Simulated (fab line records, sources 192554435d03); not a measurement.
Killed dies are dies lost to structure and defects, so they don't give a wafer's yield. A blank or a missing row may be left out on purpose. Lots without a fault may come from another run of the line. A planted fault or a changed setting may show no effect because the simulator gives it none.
fab line records | flow n5_finfet
record lots=5 wafers=14 last_day=17
route steps=1938 shown BEOL_M2@845 BEOL_M4@1111
lots that met no fault: from a run of the same line without faults
start_h: hours from the record's first day to the start of the lot's first wafer shown | wait_h: hours since the lot's step before | " the same as in the row above | L1.1+2: a row that stands for several wafers | - no value, or no start given | * or withheld: withheld | < > ~ a bound
route shown NAME@n: a module of which the file shows steps, and the number in the route of the first | usual: mean/standard deviation of fault-free wafers | same: alike in all rows | chamber/n: place in a boat | sites: the reading at each site | _std_site: their standard deviation | _edge_site: outer sites' mean less inner sites' | radius_mm: how far each site lies from the wafer's centre | mask NAME#n: copy n | behind: the tool/chamber that last shaped the wafer | hold: why the lot was held/for how many hours/how that ended | device: the transistor (n, p or np) that didn't switch | end of line: the same wafers' tests at the end of the route | a step without rows: its recipe alone | killed: dies lost to structure and defects at the first sort, not the wafer's yield | map: a wafer's dies, x killed, . not, _ none there
set.NAME: the setting as run; set.NAME@STEP: as run at that earlier step | model.NAME: the simulator's own value behind a step, which no gauge read
lots at some steps of the route; a table a step, a row a wafer
services: from which hour (start_h, from the record's first day; less than 0 if before it) a tool's chamber was out of use, for how many hours, and why
## steps
# step N5_BEOL_M2_COAT_61
# recipe resist=SOC temp_c=250 time_s=60 spin_rpm=1500 resist_thk_nm=60
# step N5_BEOL_M2_COAT_62
# recipe resist=SiARC temp_c=220 time_s=60 spin_rpm=1500 resist_thk_nm=12
# step N5_BEOL_M2_COAT_73
# recipe resist=underlayer temp_c=205 time_s=60 spin_rpm=1500 resist_thk_nm=5
# step N5_BEOL_M2_COAT_05
# recipe resist=CAR-EUV spin_rpm=1500 resist_thk_nm=30
# step N5_BEOL_M2_EBR_07
# recipe solvent=PGMEA ebr_width_mm=1.5
# step N5_BEOL_M2_SOFTBAKE_06
# recipe temp_c=110 time_s=60 resist=CAR-EUV
# step N5_BEOL_M2_EXPOSE_08
# recipe mask_id=M2 na=0.33 source_shape=dipole sigma_inner=0.369 sigma_outer=0.767 polarization=unpolarized dose_mj=41.25
# step N5_BEOL_M2_PEB_09
# recipe peb_temp_c=100 peb_time_s=60 resist=CAR-EUV
# step N5_BEOL_M2_DEVELOP_10
# recipe develop_time_s=30 developer=TMAH resist=CAR-EUV rinse_liquid=surfactant_rinse dry=air_spin dev_temp_c=23
# step N5_BEOL_M2_CD_MEAS_11
# recipe target_cd_nm=16.79 landing_energy_ev=500 detector=se_inlens polarity=opening
# usual cd_nm=16.84/0.21
# columns lot.wafer tool chamber start_h wait_h cd_nm
L446.1 cd_sem-01 0 134.96 - 16.88
L446.5 " 0 " " 16.30
L446.6 " 0 " " 16.88
L451.2 cd_sem-03 0 167.79 - 16.72
L451.4 " 0 " " 16.95
L451.6 " 0 " " 16.77
L457.1 cd_sem-02 0 199.74 - 16.68
L457.3 " 0 " " 16.71
L467.4 cd_sem-02 0 257.64 - 17.13
L467.5 " 0 " " 16.70
L467.6 " 0 " " 16.88
L468.2 cd_sem-02 0 260.83 - 16.65
L468.5 " 0 " " 17.00
L468.6 " 0 " " 16.91
# step N5_BEOL_M2_OVL_MEAS_12
# recipe points_per_wafer=522
# usual M2_OVL=-0.2/0.72
# columns lot.wafer tool chamber start_h wait_h M2_OVL[nm]
L446.1 overlay-01 0 134.99 0.0 0.2
L446.5 " 0 " " -0.3
L446.6 " 0 " " 0.0
L451.2 overlay-01 0 167.83 0.0 -0.3
L451.4 " 0 " " -0.3
L451.6 " 0 " " 0.1
L457.1 overlay-01 0 199.78 0.0 -0.1
L457.3 " 0 " " -0.2
L467.4 overlay-01 0 257.69 0.0 -0.5
L467.5 " 0 " " -0.8
L467.6 " 0 " " -1.1
L468.2 overlay-01 0 260.87 0.0 -1.7
L468.5 " 0 " " -1.6
L468.6 " 0 " " -1.0
# step N5_BEOL_M2_INSPECT_13
# recipe mode=adi inspect_instrument=brightfield
# usual raw_defect_count=426/98
# columns lot.wafer tool chamber start_h wait_h raw_defect_count
L446.1 defect_inspect-02 - 135.05 0.1 215
L446.5 " - " " 310
L446.6 " - " " 420
L451.2 defect_inspect-02 - 167.88 0.0 370
L451.4 " - " " 253
L451.6 " - " " 289
L457.1 defect_inspect-02 - 199.84 0.1 358
L457.3 " - " " 421
L467.4 defect_inspect-02 - 257.73 0.0 401
L467.5 " - " " 405
L467.6 " - " " 454
L468.2 defect_inspect-02 - 260.92 0.0 521
L468.5 " - " " 375
L468.6 " - " " 382
# step N5_BEOL_M2_DESCUM_16
# recipe chemistry=O2 time_s=7 source_power_w=50 bias_power_w=20 pressure_mtorr=20 rf_frequency_hz=2.712e+07 temp_c=40 resist=CAR-EUV o2_flow_sccm=225
# usual drypump_motor_current_A=5.7/0.44 oes_product_au=0.79/0.078 rf_vpp_V=243.5/1.5 showerhead_plenum_p_Torr=2.11/0.082 throttle_valve_pct=20.42/0.24
# columns lot.wafer tool chamber start_h wait_h drypump_motor_current_A oes_product_au rf_hours_counter_h rf_vpp_V showerhead_plenum_p_Torr throttle_valve_pct model.CAR-EUV_of_BEOL_M2_COAT_05.thk_nm
L446.1 rie_diel-01 3 135.10 0.0 6.2 0.79 115 243.5 2.20 20.38 26.2
L446.5 " 0 " " 5.7 0.75 - 241.5 2.00 20.57 26.2
L446.6 " 1 " " 5.6 0.89 - 244.2 2.21 20.11 26
L451.2 rie_diel-06 3 167.92 0.0 6.4 0.78 129 242.8 2.09 20.63 26
L451.4 " 2 " " 5.4 0.74 171 243.2 2.17 20.82 26
L451.6 " 2 " " 5.4 0.74 - 243.5 2.17 20.80 25.8
L457.1 rie_diel-01 1 199.89 0.0 5.6 0.83 63 244.0 2.20 20.16 26
L457.3 " 3 " " 6.2 0.75 139 246.3 2.19 20.42 25.6
L467.4 rie_diel-02 3 257.97 0.2 5.8 0.73 158 241.9 2.00 20.25 26
L467.5 " 2 " " 6.1 0.75 - 243.5 2.19 20.37 25.8
L467.6 " 3 " " 5.9 0.73 - 241.9 2.00 20.28 25.8
L468.2 rie_diel-06 1 261.06 0.1 5.0 0.86 47 241.7 2.03 20.18 26
L468.5 " 1 " " 5.0 0.86 - 241.5 2.03 20.19 26
L468.6 " 2 " " 5.4 0.71 - 242.8 2.16 20.87 26
# step N5_BEOL_M2_ETCH_74
# recipe chemistry=N2/H2 target=underlayer target_depth_a=65 mask_material=CAR-EUV time_s=5.2 ion_energy_ev=200 pressure_mtorr=30 source_w=840 bias_w=150 n2_flow_sccm=200 h2_flow_sccm=200 ends=cleared
# usual drypump_motor_current_A=5.7/0.44 etch_rf_on_time_s=5.17/0.064 oes_product_au=0.67/0.064 rf_vpp_V=525/3.1 showerhead_plenum_p_Torr=2.57/0.1 throttle_valve_pct=17.89/0.28
# columns lot.wafer tool chamber start_h wait_h drypump_motor_current_A etch_rf_on_time_s oes_product_au rf_hours_counter_h rf_vpp_V showerhead_plenum_p_Torr throttle_valve_pct
L446.1 rie_diel-01 3 135.13 0.0 6.2 5.11 0.68 115 526 2.67 17.87
L446.5 " 0 " " 5.6 5.19 0.65 - 522 2.43 18.04
L446.6 " 1 " " 5.6 5.08 0.76 - 527 2.70 17.58
L451.2 rie_diel-06 3 167.95 0.0 6.4 5.25 0.65 129 523 2.56 18.29
L451.4 " 2 " " 5.4 5.09 0.64 171 526 2.64 18.27
L451.6 " 2 " " 5.5 5.13 0.63 - 524 2.64 18.24
L457.1 rie_diel-01 1 199.92 0.0 5.6 5.18 0.71 63 528 2.69 17.64
L457.3 " 3 " " 6.2 5.18 0.64 139 527 2.65 17.87
L467.4 rie_diel-02 3 258.00 0.0 5.9 5.17 0.63 158 519 2.43 17.67
L467.5 " 2 " " 6.1 5.06 0.66 - 527 2.65 17.77
L467.6 " 3 " " 5.9 5.18 0.63 - 519 2.43 17.67
L468.2 rie_diel-06 1 261.09 0.0 5.0 5.16 0.72 47 526 2.47 17.58
L468.5 " 1 " " 5.0 5.16 0.72 - 521 2.47 17.61
L468.6 " 2 " " 5.4 5.05 0.62 - 529 2.62 18.30
# step N5_BEOL_M4_RC_MEAS_101
# usual DIBL_N=36.5/1.4 DIBL_P=36.6/1.6 IOFF_N=0.160/0.024 IOFF_P=0.217/0.029 ION_N=674/8.7 ION_P=464/6.5 SS_N=71.6/0.47 SS_P=73.4/0.57 VT_N=250.0/2.5 VT_P=-250/3.1
# columns lot.wafer tool chamber start_h wait_h DIBL_N[mV/V] DIBL_P[mV/V] IOFF_N[nA/um] IOFF_P[nA/um] ION_N[uA/um] ION_P[uA/um] SS_N[mV/dec] SS_P[mV/dec] VT_N[mV] VT_P[mV]
L446.1 prober-02 0 167.05 0.0 36.6 36.0 0.154 0.208 679 470 70.9 72.7 249.8 -249
L446.5 " 0 " " 38.1 36.9 0.167 0.226 680 463 71.9 73.4 246.9 -248
L446.6 " 0 " " 37.9 37.5 0.169 0.227 677 468 71.9 73.3 248.0 -250
L451.2 prober-02 0 210.98 0.2 36.4 37.1 0.173 0.207 676 464 71.5 73.2 250.2 -250
L451.4 " 0 " " 37.4 37.9 0.186 0.223 679 457 71.3 74.2 248.0 -251
L451.6 " 0 " " 36.7 37.4 0.177 0.214 682 464 70.9 73.4 246.3 -253
L457.1 prober-02 0 241.98 0.0 39.1 39.7 0.188 0.223 677 455 72.1 74.6 247.6 -252
L457.3 " 0 " " 39.1 39.2 0.189 0.209 668 451 72.9 74.4 250.1 -252
L467.4 prober-01 0 286.84 0.5 35.6 35.8 0.148 0.229 680 473 71.2 73.2 249.0 -248
L467.5 " 0 " " 37.5 37.4 0.180 0.263 685 473 71.9 73.4 247.9 -243
L467.6 " 0 " " 34.8 34.1 0.131 0.214 668 469 71.3 73.2 252.6 -248
L468.2 prober-01 0 301.30 0.2 35.7 38.0 0.155 0.196 675 458 72.1 73.3 251.8 -252
L468.5 " 0 " " 35.5 38.1 0.153 0.204 680 462 71.6 73.2 251.5 -252
L468.6 " 0 " " 37.5 41.2 0.203 0.257 684 467 71.7 73.7 249.2 -248
## services
# columns tool chamber start_h hours kind
rie_diel-06 1 112.08 - clean
rie_diel-06 1 112.08 - consumable_replace:focus_ring
rie_diel-06 1 112.08 16.5 scheduled_down
rie_diel-06 1 112.08 16.5 vent_cycle
rie_diel-06 - 152.14 4.3 pm
rie_diel-02 - 161.27 0.4 repair
rie_diel-02 0 168.03 - clean
rie_diel-02 0 168.03 - consumable_replace:focus_ring
rie_diel-02 0 168.03 - consumable_replace:showerhead
rie_diel-02 0 168.03 16.3 scheduled_down
rie_diel-02 0 168.03 16.3 vent_cycle
rie_diel-01 2 185.30 17.7 repair
rie_diel-02 1 195.81 5.5 repair
rie_diel-02 3 198.03 6.0 repair
rie_diel-01 2 231.57 - clean
rie_diel-01 2 231.57 - consumable_replace:focus_ring
rie_diel-01 2 231.57 32.8 scheduled_down
rie_diel-01 2 231.57 32.8 vent_cycle
rie_diel-02 - 241.53 15.6 pm
## key
first_sign none at tools or gauges
model_effect step=N5_BEOL_M2_DESCUM_16 value=CAR-EUV_of_BEOL_M2_COAT_05.thk_nm without=26 struck=25.6
met_at N5_BEOL_M2_DESCUM_16
struck_wafers L457.3
onset_between 135.10 199.89
fault kind=process_parameter_drift tool=rie_diel-01 chamber=- onset_h=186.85 steps=N5_BEOL_M2_DESCUM_16 channel=time_s offset=* shape=step end_h=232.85 scope=struck_wafers_only acts_in=* stated=*
